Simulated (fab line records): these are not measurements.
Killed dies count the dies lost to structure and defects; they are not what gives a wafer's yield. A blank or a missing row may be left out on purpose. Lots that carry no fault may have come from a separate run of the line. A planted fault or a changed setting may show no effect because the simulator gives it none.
fab line records + flow n5-finfet
record
- lots=10
- wafers=30
- last-day=20
route steps=1938 shown PMOS_HMC_CHANNEL_EPI@68 BEOL_M4@1111 PASSIVATION@1936
lots untouched by any fault: they come from a run of this same line in which no faults occurred
start-h: the number of hours between the record's first day and the start of the first shown wafer of the lot + wait-h: time in hours since the lot's previous step + " same as the row above + L1.1+2: a row that stands for several wafers + - either no value or no given start + * or withheld: withheld + < > ~ a bound
route shown NAME@n: names a module that has steps shown in the file, with the first one's number in the route + usual: mean/standard deviation taken from wafers without a fault + same: alike in all rows + chamber/n: place in a boat + sites: the reading at each site + _std_site: the standard deviation of these + _edge_site: mean of outer sites minus mean of inner sites + radius-mm: how far each site lies from the wafer's centre + mask NAME#n: copy n + behind: the tool/chamber that last shaped the wafer + hold: why the lot went on hold/how many hours it stayed there/how the hold came to an end + device: the transistor (n, p or np) that didn't switch + end of line: the tests these same wafers got at the end of their route + for a step that has no rows: nothing shown but its recipe + killed: not the wafer's yield, but the dies lost to structure and defects at the first sort + map: per-die view of a wafer (x killed, . not killed, _ where there is no die)
set.NAME: the setting that was run; set.NAME@STEP: the one run at that earlier step + model.NAME: the simulator's own value behind a step, which no gauge read
one table for each step of the route and one row for each wafer, over a sample of lots
services: from which hour (start-h, from the record's first day; less than 0 if before it) a tool's chamber was out of use, for how many hours, and why
## steps
# step N5_PMOS_HMC_CHANNEL_EPI_DESCUM_14
# recipe
- chemistry=O2
- time-s=7.9
- source-power-w=50
- bias-power-w=20
- pressure-mtorr=20
- rf-frequency-hz=2.712e+07
- temp-c=40
- resist=CAR-ArF-block
- o2-flow-sccm=225
# usual
- chamber-pressure-mTorr=20.001/0.018
- drypump-motor-current-A=5.8/0.5
- o2-flow-sccm=225.0/0.67
- oes-product-au=0.83/0.074
- rf-vpp-V=243.3/1.2
- showerhead-plenum-p-Torr=2.11/0.064
- throttle-valve-pct=20.28/0.19
| lot.wafer | tool        | chamber | start-h | wait-h | chamber-pressure-mTorr | drypump-motor-current-A | o2-flow-sccm | oes-product-au | rf-hours-counter-h | rf-vpp-V | showerhead-plenum-p-Torr | throttle-valve-pct |
|-----------|-------------|---------|---------|--------|------------------------|-------------------------|--------------|----------------|--------------------|----------|--------------------------|--------------------|
| L864.2    | rie-diel-06 | 3       | 29.41   | 0.0    | 20.014                 | 5.8                     | 225.2        | 0.84           | 65                 | 243.6    | 2.04                     | 20.55              |
| L864.3    | "           | 1       | "       | "      | 20.010                 | 5.2                     | 225.2        | 0.87           | 49                 | 241.0    | 2.05                     | 20.35              |
| L864.5    | "           | 1       | "       | "      | 20.016                 | 5.2                     | 225.5        | 0.87           | -                  | 241.7    | 2.05                     | 20.35              |
| L870.1    | rie-diel-05 | 3       | 65.56   | 0.0    | 20.020                 | 5.8                     | 224.7        | 0.79           | 111                | 243.2    | 2.21                     | 20.12              |
| L870.5    | "           | 1       | "       | "      | 20.029                 | 6.0                     | 225.2        | 0.79           | -                  | 243.0    | 2.11                     | 20.11              |
| L870.6    | "           | 0       | "       | "      | 20.005                 | 5.0                     | 225.1        | 0.79           | -                  | 245.0    | 2.19                     | 20.19              |
| L871.1    | rie-diel-02 | 3       | 71.90   | 0.0    | 20.026                 | 4.7                     | 224.4        | 0.87           | 38                 | 240.2    | 2.03                     | 20.02              |
| L871.4    | "           | 2       | "       | "      | 20.014                 | 6.1                     | 225.6        | 0.87           | 33                 | 243.4    | 2.14                     | 20.43              |
| L871.6    | "           | 3       | "       | "      | 20.010                 | 4.7                     | 224.6        | 0.87           | -                  | 242.9    | 2.03                     | 20.01              |
| L873.3    | rie-diel-05 | 2       | 83.06   | 0.0    | 20.003                 | 5.3                     | 225.2        | 1.00           | 3                  | 242.9    | 2.05                     | 20.16              |
| L873.4    | "           | 3       | "       | "      | 19.991                 | 5.8                     | 225.2        | 0.78           | 117                | 244.7    | 2.21                     | 20.11              |
| L873.5    | "           | 3       | "       | "      | 20.005                 | 5.8                     | 224.9        | 0.79           | -                  | 246.1    | 2.21                     | 20.13              |
| L879.2    | rie-diel-02 | 3       | 119.58  | 0.0    | 19.986                 | 4.7                     | 225.9        | 0.85           | 48                 | 242.6    | 2.03                     | 20.04              |
| L879.3    | "           | 2       | "       | "      | 20.011                 | 6.1                     | 224.6        | 0.87           | 44                 | 244.6    | 2.14                     | 20.46              |
| L879.4    | "           | 0       | "       | "      | 20.036                 | 5.8                     | 225.3        | 0.84           | 80                 | 243.6    | 2.13                     | 20.06              |
| L880.2    | rie-diel-05 | 3       | 125.58  | 0.0    | 19.989                 | 5.8                     | 225.9        | 0.77           | 128                | 244.8    | 2.20                     | 20.15              |
| L880.4    | "           | 1       | "       | "      | 19.998                 | 6.0                     | 224.7        | 0.76           | 137                | 243.1    | 2.10                     | 20.14              |
| L880.5    | "           | 1       | "       | "      | 20.014                 | 6.0                     | 226.1        | 0.76           | -                  | 243.9    | 2.10                     | 20.14              |
| L881.2    | rie-diel-05 | 1       | 131.35  | 0.0    | 19.991                 | 6.0                     | 224.3        | 0.77           | 139                | 243.5    | 2.10                     | 20.15              |
| L881.3    | "           | 3       | "       | "      | 20.028                 | 5.8                     | 225.4        | 0.77           | 129                | 245.1    | 2.20                     | 20.14              |
| L881.4    | "           | 3       | "       | "      | 19.998                 | 5.8                     | 223.8        | 0.77           | -                  | 245.3    | 2.20                     | 20.14              |
| L882.2    | rie-diel-05 | 2       | 137.32  | 0.0    | 19.990                 | 5.3                     | 225.2        | 0.94           | 17                 | 244.1    | 2.05                     | 20.19              |
| L882.4    | "           | 1       | "       | "      | 20.013                 | 6.0                     | 223.1        | 0.76           | -                  | 243.4    | 2.10                     | 20.15              |
| L882.5    | "           | 2       | "       | "      | 19.978                 | 5.3                     | 224.6        | 0.96           | -                  | 242.7    | 2.05                     | 20.19              |
| L884.2    | rie-diel-02 | 1       | 150.26  | 0.0    | 20.003                 | 6.4                     | 224.8        | 0.91           | 18                 | 244.5    | 2.24                     | 20.37              |
| L884.4    | "           | 0       | "       | "      | 20.034                 | 5.8                     | 225.5        | 0.81           | 86                 | 243.5    | 2.12                     | 20.06              |
| L884.6    | "           | 1       | "       | "      | 19.991                 | 6.4                     | 225.2        | 0.91           | -                  | 244.3    | 2.24                     | 20.36              |
| L885.1    | rie-diel-02 | 1       | 159.59  | 0.0    | 20.008                 | 6.3                     | 225.3        | 0.92           | 21                 | 245.7    | 2.24                     | 20.38              |
| L885.2    | "           | 2       | "       | "      | 19.982                 | 6.1                     | 223.5        | 0.84           | 54                 | 243.3    | 2.13                     | 20.47              |
| L885.5    | "           | 2       | "       | "      | 19.992                 | 6.1                     | 223.8        | 0.86           | -                  | 242.8    | 2.13                     | 20.49              |
# step N5_PMOS_HMC_CHANNEL_EPI_HM_OPEN_15
# recipe
- chemistry=CHF3/O2
- target=SiO2
- mask-material=CAR-ArF-block
- target-depth-a=406
- CHF3_flow_sccm=50
- O2_flow_sccm=5
- Ar_flow_sccm=200
- time-s=20.3
- pressure-mtorr=30
- source-w=650
- bias-w=170
- ion-energy-ev=200
# usual
- CHF3_flow_sccm=50.00/0.13
- O2_flow_sccm=5.002/0.014
- chamber-pressure-mTorr=30.002/0.029
- drypump-motor-current-A=5.8/0.49
- mfc-ar-sccm=200.0/0.55
- oes-product-au=0.83/0.071
- rf-vpp-V=526/5.5
- showerhead-plenum-p-Torr=2.42/0.068
- throttle-valve-pct=18.73/0.18
| lot.wafer | tool        | chamber | start-h | wait-h | CHF3_flow_sccm | O2_flow_sccm | chamber-pressure-mTorr | drypump-motor-current-A | mfc-ar-sccm | oes-product-au | rf-hours-counter-h | rf-vpp-V | showerhead-plenum-p-Torr | throttle-valve-pct |
|-----------|-------------|---------|---------|--------|----------------|--------------|------------------------|-------------------------|-------------|----------------|--------------------|----------|--------------------------|--------------------|
| L864.2    | rie-diel-06 | 3       | 29.48   | 0.0    | 50.12          | 4.985        | 30.071                 | 5.8                     | 200.3       | 0.85           | 65                 | 523      | 2.35                     | 18.97              |
| L864.3    | "           | 1       | "       | "      | 50.08          | 4.985        | 30.007                 | 5.2                     | 200.4       | 0.86           | 49                 | 530      | 2.35                     | 18.74              |
| L864.5    | "           | 1       | "       | "      | 49.95          | 5.004        | 30.029                 | 5.3                     | 199.6       | 0.86           | -                  | 529      | 2.35                     | 18.73              |
| L870.1    | rie-diel-05 | 3       | 65.63   | 0.0    | -              | -            | -                      | -                       | -           | -              | -                  | -        | -                        | -                  |
| L870.5    | "           | 1       | "       | "      | -              | -            | -                      | -                       | -           | -              | -                  | -        | -                        | -                  |
| L870.6    | "           | 0       | "       | "      | -              | -            | -                      | -                       | -           | -              | -                  | -        | -                        | -                  |
| L871.1    | rie-diel-02 | 3       | 71.98   | 0.0    | -              | -            | -                      | -                       | -           | -              | -                  | -        | -                        | -                  |
| L871.4    | "           | 2       | "       | "      | -              | -            | -                      | -                       | -           | -              | -                  | -        | -                        | -                  |
| L871.6    | "           | 3       | "       | "      | -              | -            | -                      | -                       | -           | -              | -                  | -        | -                        | -                  |
| L873.3    | rie-diel-05 | 2       | 83.13   | 0.0    | 49.92          | 5.004        | 29.963                 | 5.3                     | 200.3       | 1.00           | 3                  | 526      | 2.37                     | 18.66              |
| L873.4    | "           | 3       | "       | "      | 50.08          | 5.005        | 29.974                 | 5.8                     | 201.5       | 0.79           | 117                | 527      | 2.51                     | 18.49              |
| L873.5    | "           | 3       | "       | "      | 50.04          | 5.001        | 30.012                 | 5.8                     | 199.9       | 0.78           | -                  | 528      | 2.51                     | 18.49              |
| L879.2    | rie-diel-02 | 3       | 119.66  | 0.0    | 49.97          | 4.968        | 30.060                 | 4.7                     | 199.9       | 0.85           | 48                 | 529      | 2.34                     | 18.53              |
| L879.3    | "           | 2       | "       | "      | 50.14          | 5.022        | 29.981                 | 6.1                     | 199.7       | 0.86           | 44                 | 538      | 2.46                     | 18.91              |
| L879.4    | "           | 0       | "       | "      | 50.06          | 4.985        | 29.994                 | 5.8                     | 199.7       | 0.83           | 80                 | 529      | 2.44                     | 18.52              |
| L880.2    | rie-diel-05 | 3       | 125.66  | 0.0    | 49.91          | 4.990        | 30.016                 | 5.8                     | 199.3       | 0.78           | 128                | 527      | 2.51                     | 18.53              |
| L880.4    | "           | 1       | "       | "      | 49.91          | 4.993        | 29.998                 | 6.0                     | 200.3       | 0.77           | 137                | 518      | 2.41                     | 18.60              |
| L880.5    | "           | 1       | "       | "      | 50.05          | 4.981        | 30.075                 | 6.0                     | 200.8       | 0.77           | -                  | 518      | 2.41                     | 18.60              |
| L881.2    | rie-diel-05 | 1       | 131.43  | 0.0    | 49.89          | 4.997        | 29.962                 | 6.0                     | 199.6       | 0.78           | 139                | 518      | 2.41                     | 18.58              |
| L881.3    | "           | 3       | "       | "      | 50.15          | 5.008        | 29.986                 | 5.8                     | 200.3       | 0.77           | 129                | 527      | 2.51                     | 18.52              |
| L881.4    | "           | 3       | "       | "      | 49.99          | 4.978        | 30.037                 | 5.8                     | 200.6       | 0.77           | -                  | 526      | 2.51                     | 18.52              |
| L882.2    | rie-diel-05 | 2       | 137.39  | 0.0    | 49.95          | 5.018        | 30.093                 | 5.3                     | 200.4       | 0.94           | 17                 | 526      | 2.37                     | 18.69              |
| L882.4    | "           | 1       | "       | "      | 49.96          | 4.997        | 30.043                 | 6.0                     | 199.9       | 0.77           | -                  | 515      | 2.41                     | 18.59              |
| L882.5    | "           | 2       | "       | "      | 49.79          | 5.021        | 29.977                 | 5.3                     | 200.4       | 0.94           | -                  | 525      | 2.37                     | 18.67              |
| L884.2    | rie-diel-02 | 1       | 150.34  | 0.0    | 49.96          | 4.995        | 29.998                 | 6.4                     | 199.8       | 0.90           | 18                 | 527      | 2.57                     | 18.78              |
| L884.4    | "           | 0       | "       | "      | 50.02          | 4.995        | 29.993                 | 5.8                     | 199.2       | 0.82           | 86                 | 528      | 2.44                     | 18.53              |
| L884.6    | "           | 1       | "       | "      | 50.08          | 5.038        | 29.976                 | 6.4                     | 200.1       | 0.92           | -                  | 526      | 2.57                     | 18.76              |
| L885.1    | rie-diel-02 | 1       | 159.66  | 0.0    | 50.20          | 5.017        | 30.016                 | 6.4                     | 199.9       | 0.90           | 21                 | 525      | 2.57                     | 18.77              |
| L885.2    | "           | 2       | "       | "      | 50.13          | 5.014        | 29.994                 | 6.1                     | 200.0       | 0.84           | 54                 | 537      | 2.45                     | 18.93              |
| L885.5    | "           | 2       | "       | "      | 50.17          | 5.021        | 30.005                 | 6.1                     | 199.4       | 0.85           | -                  | 538      | 2.45                     | 18.94              |
# step N5_PMOS_HMC_CHANNEL_EPI_CMP_21
# recipe
- material=SiGe30
- post-cmp-clean=alkaline-brush
- target-thk-nm=54
# usual
- motor-current-A=12.0/1.3
| lot.wafer | tool   | chamber | start-h | wait-h | motor-current-A |
|-----------|--------|---------|---------|--------|-----------------|
| L864.3    | cmp-04 | 0       | 31.37   | 0.0    | 9.4             |
| L864.2    | "      | 3       | "       | "      | 12.0            |
| L864.5    | "      | 0       | "       | "      | 9.3             |
| L870.1    | cmp-03 | 1       | 68.05   | 0.1    | 12.2            |
| L870.6    | "      | 2       | "       | "      | 11.4            |
| L870.5    | "      | 3       | "       | "      | 13.4            |
| L871.4    | cmp-03 | 1       | 74.31   | 0.1    | 12.5            |
| L871.1    | "      | 3       | "       | "      | 13.8            |
| L871.6    | "      | 1       | "       | "      | 13.2            |
| L873.3    | cmp-03 | 0       | 85.96   | 0.0    | 11.7            |
| L873.4    | "      | 3       | "       | "      | 13.1            |
| L873.5    | "      | 1       | "       | "      | 12.5            |
| L879.3    | cmp-03 | 1       | 121.54  | 0.0    | 13.1            |
| L879.4    | "      | 2       | "       | "      | 11.6            |
| L879.2    | "      | 0       | "       | "      | 11.8            |
| L880.2    | cmp-04 | 3       | 127.63  | 0.1    | 12.4            |
| L880.4    | "      | 0       | "       | "      | 9.3             |
| L880.5    | "      | 1       | "       | "      | 13.9            |
| L881.3    | cmp-03 | 2       | 133.32  | 0.0    | 11.7            |
| L881.4    | "      | 3       | "       | "      | 13.7            |
| L881.2    | "      | 1       | "       | "      | 12.7            |
| L882.2    | cmp-03 | 1       | 140.50  | 0.3    | 13.0            |
| L882.4    | "      | 3       | "       | "      | 13.1            |
| L882.5    | "      | 1       | "       | "      | 12.4            |
| L884.4    | cmp-03 | 2       | 152.28  | 0.1    | 11.0            |
| L884.2    | "      | 0       | "       | "      | 12.0            |
| L884.6    | "      | 2       | "       | "      | 11.6            |
| L885.2    | cmp-04 | 1       | 161.58  | 0.1    | 13.5            |
| L885.1    | "      | 3       | "       | "      | 12.5            |
| L885.5    | "      | 1       | "       | "      | 13.7            |
# step N5_BEOL_M4_RC_MEAS_101
# usual
- DIBL_N=36.6/1.1
- DIBL_P=36.8/1.6
- IOFF_N=0.169/0.024
- IOFF_P=0.206/0.028
- ION_N=679/9.2
- ION_P=462/7
- SS_N=71.6/0.57
- SS_P=73.3/0.57
- VT_N=248.8/2.4
- VT_P=-251/3
| lot.wafer | tool      | chamber | start-h | wait-h | DIBL_N[mV/V] | DIBL_P[mV/V] | IOFF_N[nA/um] | IOFF_P[nA/um] | ION_N[uA/um] | ION_P[uA/um] | SS_N[mV/dec] | SS_P[mV/dec] | VT_N[mV] | VT_P[mV] |
|-----------|-----------|---------|---------|--------|--------------|--------------|---------------|---------------|--------------|--------------|--------------|--------------|----------|----------|
| L864.2    | prober-02 | 0       | 196.26  | 0.2    | 38.0         | 36.6         | 0.222         | 0.228         | 689          | 460          | 72.8         | 73.8         | 244.6    | -247     |
| L864.3    | "         | 0       | "       | "      | 35.2         | 33.2         | 0.158         | 0.176         | 684          | 460          | 71.6         | 72.5         | 246.5    | -251     |
| L864.5    | "         | 0       | "       | "      | 36.1         | 34.4         | 0.171         | 0.189         | 677          | 462          | 71.7         | 73.7         | 247.0    | -251     |
| L873.3    | prober-01 | 0       | 264.19  | 0.3    | 36.8         | 36.2         | 0.164         | 0.212         | 688          | 469          | 71.3         | 73.0         | 247.4    | -251     |
| L873.4    | "         | 0       | "       | "      | 38.2         | 37.8         | 0.193         | 0.240         | 694          | 473          | 71.7         | 74.0         | 246.7    | -249     |
| L873.5    | "         | 0       | "       | "      | 36.5         | 35.4         | 0.152         | 0.204         | 671          | 458          | 71.6         | 73.1         | 248.8    | -250     |
| L879.2    | prober-02 | 0       | 299.86  | 0.2    | 37.6         | 36.6         | 0.173         | 0.171         | 673          | 447          | 71.0         | 73.9         | 248.9    | -255     |
| L879.3    | "         | 0       | "       | "      | 38.0         | 37.1         | 0.187         | 0.183         | 680          | 453          | 72.1         | 73.8         | 248.6    | -259     |
| L879.4    | "         | 0       | "       | "      | 36.0         | 34.8         | 0.149         | 0.158         | 673          | 451          | 71.1         | 73.6         | 251.8    | -258     |
| L880.2    | prober-01 | 0       | 304.94  | 0.2    | 36.6         | 36.3         | 0.168         | 0.195         | 676          | 460          | 71.5         | 73.1         | 247.7    | -249     |
| L880.4    | "         | 0       | "       | "      | 38.3         | 37.9         | 0.202         | 0.221         | 680          | 467          | 71.9         | 73.3         | 247.3    | -250     |
| L880.5    | "         | 0       | "       | "      | 38.3         | 38.0         | 0.201         | 0.219         | 678          | 461          | 72.1         | 73.6         | 246.5    | -249     |
| L881.2    | prober-02 | 0       | 306.90  | 0.2    | 36.7         | 35.8         | 0.169         | 0.236         | 681          | 468          | 71.6         | 72.7         | 248.6    | -248     |
| L881.3    | "         | 0       | "       | "      | 35.1         | 34.5         | 0.149         | 0.217         | 677          | 469          | 71.0         | 73.1         | 249.2    | -249     |
| L881.4    | "         | 0       | "       | "      | 36.9         | 36.0         | 0.172         | 0.234         | 684          | 468          | 72.2         | 72.9         | 246.8    | -248     |
| L882.2    | prober-02 | 0       | 316.62  | 0.2    | 36.3         | 37.4         | 0.169         | 0.221         | 673          | 466          | 71.8         | 73.9         | 249.2    | -247     |
| L882.4    | "         | 0       | "       | "      | 35.4         | 36.6         | 0.160         | 0.210         | 678          | 466          | 72.1         | 73.6         | 249.0    | -251     |
| L882.5    | "         | 0       | "       | "      | 35.3         | 36.5         | 0.150         | 0.212         | 672          | 466          | 72.1         | 73.2         | 253.6    | -251     |
| L884.2    | prober-02 | 0       | 345.26  | 0.2    | 36.8         | 37.4         | 0.157         | 0.196         | 682          | 465          | 71.2         | 73.6         | 246.8    | -251     |
| L884.4    | "         | 0       | "       | "      | 36.5         | 37.5         | 0.155         | 0.204         | 679          | 466          | 71.1         | 73.1         | 249.0    | -252     |
| L884.6    | "         | 0       | "       | "      | 36.8         | 36.6         | 0.149         | 0.186         | 683          | 461          | 71.4         | 73.7         | 248.1    | -251     |
| L885.1    | prober-02 | 0       | 349.03  | 0.0    | 35.9         | 36.9         | 0.140         | 0.171         | 673          | 455          | 70.7         | 72.8         | 255.4    | -252     |
| L885.2    | "         | 0       | "       | "      | 36.3         | 37.3         | 0.143         | 0.179         | 675          | 460          | 71.4         | 72.9         | 252.2    | -253     |
| L885.5    | "         | 0       | "       | "      | 37.0         | 38.6         | 0.157         | 0.190         | 675          | 461          | 71.6         | 72.7         | 250.8    | -252     |
# step N5_PASSIVATION_PROBE_49
# usual
- killed_at_M0_to_M3=36/11
- killed_at_M4_up=14/5.6
- killed-at-contacts=11/5.6
- killed-at-front-end=40/12
- killed-at-other=4/3.2
- killed-dies=105/17
- killed-on-rim=14/3.4
- killed-open=69/12
- killed-short=34/8.4
# same
- gross-dies=1180
- killed-at-back-side=0
| lot.wafer | tool      | chamber | start-h | wait-h | killed_at_M0_to_M3 | killed_at_M4_up | killed-at-contacts | killed-at-front-end | killed-at-other | killed-dies | killed-on-rim | killed-open | killed-short |
|-----------|-----------|---------|---------|--------|--------------------|-----------------|--------------------|---------------------|-----------------|-------------|---------------|-------------|--------------|
| L871.1    | prober-02 | -       | 357.41  | 0.0    | 45                 | 10              | 2                  | 1122                | 1               | 1180        | 152           | 63          | 29           |
| L871.4    | prober-02 | -       | 357.56  | 0.2    | 36                 | 13              | 12                 | 1113                | 6               | 1180        | 152           | 64          | 30           |
| L871.6    | prober-02 | -       | 357.66  | 0.3    | 37                 | 8               | 16                 | 1118                | 1               | 1180        | 152           | 87          | 25           |
| L870.1    | prober-02 | -       | 363.07  | 0.0    | 59                 | 26              | 10                 | 1079                | 6               | 1180        | 152           | 107         | 42           |
| L870.5    | prober-02 | -       | 363.27  | 0.2    | 38                 | 23              | 6                  | 1108                | 5               | 1180        | 152           | 66          | 29           |
| L870.6    | prober-02 | -       | 363.32  | 0.3    | 53                 | 20              | 10                 | 1095                | 2               | 1180        | 152           | 100         | 47           |
| L873.3    | prober-01 | -       | 383.49  | 0.1    | 60                 | 11              | 8                  | 47                  | 4               | 130         | 14            | 95          | 31           |
| L873.4    | prober-01 | -       | 383.54  | 0.2    | 34                 | 6               | 19                 | 37                  | 6               | 102         | 16            | 71          | 31           |
| L873.5    | prober-01 | -       | 383.59  | 0.2    | 48                 | 8               | 8                  | 35                  | 4               | 103         | 14            | 71          | 31           |
| L880.2    | prober-01 | -       | 412.54  | 0.1    | 51                 | 20              | 8                  | 33                  | 2               | 114         | 18            | 69          | 42           |
| L880.4    | prober-01 | -       | 412.64  | 0.2    | 42                 | 8               | 13                 | 23                  | 2               | 88          | 12            | 59          | 28           |
| L880.5    | prober-01 | -       | 412.69  | 0.2    | 45                 | 16              | 22                 | 34                  | 4               | 121         | 12            | 75          | 46           |
| L879.2    | prober-01 | -       | 414.50  | 0.1    | 17                 | 12              | 11                 | 52                  | 2               | 94          | 16            | 64          | 23           |
| L879.3    | prober-01 | -       | 414.55  | 0.1    | 60                 | 13              | 10                 | 31                  | 2               | 116         | 19            | 77          | 36           |
| L879.4    | prober-01 | -       | 414.60  | 0.2    | 41                 | 8               | 10                 | 40                  | 2               | 101         | 12            | 67          | 34           |
# killed by level:class
L871.1 PMOS_HMC_CHANNEL_EPI:area-open=1085 BEOL_M0_SAQP:geometric-particle:open=19 FIN_SAQP:geometric-particle:open=15 BEOL_M0_SAQP:geometric-particle:short=14 BEOL_M3:geometric-particle:open=5 STI_FIN_REVEAL:geometric-particle:open=4 BEOL_M4:geometric-particle:open=4 GATE_CUT:geometric-particle:short=3
L871.4 PMOS_HMC_CHANNEL_EPI:area-open=1081 BEOL_M0_SAQP:geometric-particle:short=10 BEOL_M3:geometric-particle:open=9 MOL_CONTACT_COAG:geometric-particle:open=8 FIN_SAQP:geometric-particle:open=7 DUMMY_GATE:geometric-particle:open=7 BEOL_M0_SAQP:geometric-particle:open=7 BEOL_M1:geometric-particle:open=5
L871.6 PMOS_HMC_CHANNEL_EPI:area-open=1068 FIN_SAQP:geometric-particle:open=24 MOL_CONTACT_COAG:geometric-particle:open=14 STI_FIN_REVEAL:geometric-particle:open=9 BEOL_M1:geometric-particle:open=9 BEOL_M0_SAQP:geometric-particle:open=8 FIN_SAQP:geometric-particle:short=7 BEOL_M3:geometric-particle:open=7
L870.1 PMOS_HMC_CHANNEL_EPI:area-open=1031 BEOL_M0_SAQP:geometric-particle:open=17 FIN_SAQP:geometric-particle:open=16 BEOL_M4:geometric-particle:open=15 BEOL_M0_SAQP:geometric-particle:short=15 STI_FIN_REVEAL:geometric-particle:open=10 BEOL_M1:geometric-particle:open=10 MOL_CONTACT_COAG:geometric-particle:open=9
L870.5 PMOS_HMC_CHANNEL_EPI:area-open=1084 BEOL_M4:geometric-particle:open=13 BEOL_M0_SAQP:geometric-particle:open=11 BEOL_M1:geometric-particle:open=9 BEOL_M0_SAQP:geometric-particle:short=8 MOL_CONTACT_COAG:geometric-particle:open=6 FIN_SAQP:geometric-particle:open=5 BEOL_M2:geometric-particle:open=5
L870.6 PMOS_HMC_CHANNEL_EPI:area-open=1032 STI_FIN_REVEAL:geometric-particle:open=23 FIN_SAQP:geometric-particle:open=18 BEOL_M0_SAQP:geometric-particle:short=16 BEOL_M0_SAQP:geometric-particle:open=11 BEOL_M4:geometric-particle:open=9 MOL_CONTACT_COAG:geometric-particle:open=8 FIN_SAQP:geometric-particle:short=6
L873.3 BEOL_M2:geometric-particle:open=14 FIN_SAQP:geometric-particle:open=12 BEOL_M1:geometric-particle:open=10 STI_FIN_REVEAL:geometric-particle:open=9 BEOL_M0_SAQP:geometric-particle:open=9 BEOL_M0:geometric-particle:open=9 MOL_CONTACT_COAG:geometric-particle:open=8 FIN_SAQP:geometric-particle:short=7
L873.4 MOL_CONTACT_COAG:geometric-particle:open=14 STI_FIN_REVEAL:geometric-particle:open=12 FIN_SAQP:geometric-particle:open=8 BEOL_M2:geometric-particle:open=8 BEOL_M0:geometric-particle:open=6 MOL_CONTACT_COAG:geometric-particle:short=5 BEOL_M3:geometric-particle:open=5 BEOL_M1:geometric-particle:open=4
L873.5 FIN_SAQP:geometric-particle:open=10 BEOL_M3:geometric-particle:open=10 BEOL_M0:geometric-particle:open=8 BEOL_M1:geometric-particle:open=7 MOL_CONTACT_COAG:geometric-particle:open=7 BEOL_M2:geometric-particle:open=7 FIN_SAQP:geometric-particle:short=5 BEOL_M0:geometric-particle:short=4
L880.2 STI_FIN_REVEAL:geometric-particle:open=12 BEOL_M0_SAQP:geometric-particle:short=12 BEOL_M0_SAQP:geometric-particle:open=12 BEOL_M4:geometric-particle:short=8 FIN_SAQP:geometric-particle:open=7 MOL_CONTACT_COAG:geometric-particle:open=6 BEOL_M1:geometric-particle:open=6 BEOL_M2:geometric-particle:short=6
L880.4 MOL_CONTACT_COAG:geometric-particle:open=13 BEOL_M0_SAQP:geometric-particle:open=13 FIN_SAQP:geometric-particle:open=8 BEOL_M0_SAQP:geometric-particle:short=7 FIN_SAQP:geometric-particle:short=5 BEOL_M3:geometric-particle:open=5 BEOL_M3:geometric-particle:short=5 BEOL_M2:geometric-particle:open=4
L880.5 MOL_CONTACT_COAG:geometric-particle:open=17 FIN_SAQP:geometric-particle:open=12 BEOL_M0_SAQP:geometric-particle:short=12 FIN_SAQP:geometric-particle:short=11 BEOL_M3:geometric-particle:open=9 BEOL_M0_SAQP:geometric-particle:open=8 BEOL_M2:geometric-particle:open=7 BEOL_M4:geometric-particle:open=7
L879.2 STI_FIN_REVEAL:geometric-particle:open=16 MOL_CONTACT_COAG:geometric-particle:open=8 FIN_SAQP:geometric-particle:open=6 STARTING-WAFER:geometric-particle:open=5 DUMMY_GATE:geometric-particle:open=5 BEOL_M2:geometric-particle:open=5 BEOL_M4:geometric-particle:open=5 HKMG_FIN:area-etch=5
L879.3 BEOL_M0_SAQP:geometric-particle:open=16 BEOL_M0_SAQP:geometric-particle:short=14 BEOL_M2:geometric-particle:open=14 MOL_CONTACT_COAG:geometric-particle:open=9 FIN_SAQP:geometric-particle:open=8 STARTING-WAFER:geometric-particle:short=7 BEOL_M1:geometric-particle:open=6 FIN_SAQP:geometric-particle:short=5
L879.4 BEOL_M0_SAQP:geometric-particle:short=14 DUMMY_GATE:geometric-particle:open=11 FIN_SAQP:geometric-particle:open=9 BEOL_M0_SAQP:geometric-particle:open=9 STI_FIN_REVEAL:geometric-particle:open=8 BEOL_M1:geometric-particle:open=7 MOL_CONTACT_COAG:geometric-particle:open=6 BEOL_M4:geometric-particle:open=5
## services
| tool        | chamber | start-h | hours | kind                          |
|-------------|---------|---------|-------|-------------------------------|
| cmp-04      | -       | 7.93    | 0.6   | repair                        |
| rie-diel-02 | 1       | 27.13   | -     | clean                         |
| rie-diel-02 | 1       | 27.13   | -     | consumable-replace:esc        |
| rie-diel-02 | 1       | 27.13   | -     | consumable-replace:focus-ring |
| rie-diel-02 | 1       | 27.13   | -     | consumable-replace:showerhead |
| rie-diel-02 | 1       | 27.13   | 40.2  | scheduled-down                |
| cmp-04      | -       | 36.15   | 0.7   | repair                        |
| cmp-04      | -       | 38.31   | 4.0   | pm                            |
| rie-diel-06 | -       | 42.87   | 0.3   | repair                        |
| rie-diel-05 | 0       | 46.17   | 9.6   | repair                        |
| rie-diel-02 | 3       | 47.28   | 15.7  | repair                        |
| rie-diel-05 | 2       | 55.74   | -     | clean                         |
| rie-diel-05 | 2       | 55.74   | -     | consumable-replace:focus-ring |
| rie-diel-05 | 2       | 55.74   | 18.1  | scheduled-down                |
| rie-diel-05 | 2       | 55.74   | 18.1  | vent-cycle                    |
| cmp-03      | -       | 61.25   | 1.5   | repair                        |
| rie-diel-02 | 0       | 96.26   | 6.7   | repair                        |
| rie-diel-02 | -       | 97.17   | 0.2   | repair                        |
| rie-diel-02 | -       | 112.60  | 2.8   | pm                            |
| rie-diel-06 | 2       | 128.81  | 12.8  | repair                        |
| cmp-03      | -       | 129.74  | 1.4   | repair                        |
| cmp-04      | -       | 139.07  | 3.9   | pm                            |
| rie-diel-06 | -       | 143.51  | 0.7   | repair                        |
| cmp-04      | -       | 148.99  | 0.9   | repair                        |
## key
first-sign
- step=N5_PMOS_HMC_CHANNEL_EPI_HM_OPEN_15
- reading=tool-record
- direction=missing
effect
- step=N5_PASSIVATION_PROBE_49
- reading=killed-at-front-end
- direction=up
- sigmas=89
- usual=40
- struck=1106
more-kills-born-at
- N5_PMOS_HMC_CHANNEL_EPI_HM_OPEN_15@rie-diel-02=3234
- N5_PMOS_HMC_CHANNEL_EPI_HM_OPEN_15@rie-diel-05=3147
met-at N5_PMOS_HMC_CHANNEL_EPI_HM_OPEN_15
struck-lots L870,L871
later-rows-left-out L870.1,L870.5,L870.6,L871.1,L871.4,L871.6
tester-left-out L870,L871
not-acting-at N5_PMOS_HMC_CHANNEL_EPI_DESCUM_14,N5_PMOS_HMC_CHANNEL_EPI_CMP_21
fault
- kind=skipped-step-whole
- tool=rie-diel-02,rie-diel-05
- chamber=-
- onset-h=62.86
- steps=N5_PMOS_HMC_CHANNEL_EPI_HM_OPEN_15
- scope=struck-lots-only
# tester-left-out: of these lots the tester's yield and bins aren't shown, on N5 and GAA mostly nor the transistor test; their killed dies are dies lost to structure and defects alone, not to doping, threshold or leakage, so they don't give the yield
# later-rows-left-out: the simulator's readings of these wafers behind a module that went badly wrong aren't trusted and aren't shown, but for the sort
